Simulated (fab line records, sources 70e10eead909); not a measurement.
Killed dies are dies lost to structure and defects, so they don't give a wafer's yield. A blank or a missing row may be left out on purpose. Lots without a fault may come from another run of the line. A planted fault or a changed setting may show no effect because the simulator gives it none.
Which tool did it? | flow nand_harc | 6 lots, 18 wafers sampled, at 5 steps of a route of 1159

WHAT THE GAUGES READ, wafer by wafer
NHARC_END_SORT_01.
lot | measured | on | killed_at_array

WHICH TOOL RAN EACH LOT (tool, then ch and the chambers of the sampled wafers, then the start)
lot  | NHARC_A_WL_FILL_ALD_00           | NHARC_A_WL_FILL_ETCHBACK_17       | NHARC_A_WL_FILL_ALD_19              | NHARC_A_WL_FILL_CMP_12
L204 | ald_hk-01 ch 0,1,3, day 14 17:16 | rie_metal-02 ch 0,1, day 15 06:24 | ald_metal-03 ch 0,1,2, day 15 11:57 | cmp-03 ch 1,2,3, day 15 20:09
L206 | ald_hk-04 ch 1,2, day 15 06:21   | rie_metal-03 ch 0,1, day 15 21:29 | ald_metal-03 ch 0,3, day 16 02:49   | cmp-01 ch 1,2,3, day 16 12:44
L208 | ald_hk-01 ch 1,3, day 16 00:56   | rie_metal-03 ch 0,1, day 16 18:51 | ald_metal-03 ch 1,2,3, day 17 00:19 | cmp-01 ch 0,2, day 17 11:10
L210 | ald_hk-04 ch 0,2,3, day 16 23:05 | rie_metal-02 ch 0,1, day 17 14:46 | ald_metal-02 ch 0,1,3, day 17 20:04 | cmp-03 ch 1,2,3, day 18 03:37
L215 | ald_hk-04 ch 0,2,3, day 17 15:38 | rie_metal-02 ch 0,1, day 18 09:48 | ald_metal-03 ch 0,2, day 18 15:29   | cmp-04 ch 1,3, day 18 20:46
L225 | ald_hk-04 ch 2,3, day 20 07:46   | rie_metal-01 ch 0,1, day 20 22:28 | ald_metal-03 ch 0,2, day 21 03:44   | cmp-03 ch 0,1, day 21 16:50
- NHARC_A_WL_FILL_ALD_00: deposits Al2O3, target thk 3 nm, pulse time 3 s, ald cycles 30.
- NHARC_A_WL_FILL_ETCHBACK_17: etches the open film in Cl2/BCl3, target depth 4 nm, time 26.7 s.
- NHARC_A_WL_FILL_ALD_19: deposits TiN, target thk 2 nm, pulse time 3 s, ald cycles 100.
- NHARC_A_WL_FILL_CMP_12: polishes, t overpolish 30 s, target thk 75 nm.

THE ANSWER, worked out from the rows above alone
Rule: what is usual is taken from the lots themselves. Put in order of their means at a reading, lots are off if they are a third of the lots or fewer, leave a main group of 4 or more, and stand apart from it by a gap of 3 or more times the standard deviation of the main group's means; of several such gaps the widest counts. A main group whose means are all the same, to the digits that the tables above print for the reading, isn't used. A lot without any number at a reading at which 4 lots or more have one is off too. The other lots that the step has rows for count as sound.
No lot is off at any reading shown: from this, nothing can be told.

WHAT THE SIMULATOR HAD PUT IN
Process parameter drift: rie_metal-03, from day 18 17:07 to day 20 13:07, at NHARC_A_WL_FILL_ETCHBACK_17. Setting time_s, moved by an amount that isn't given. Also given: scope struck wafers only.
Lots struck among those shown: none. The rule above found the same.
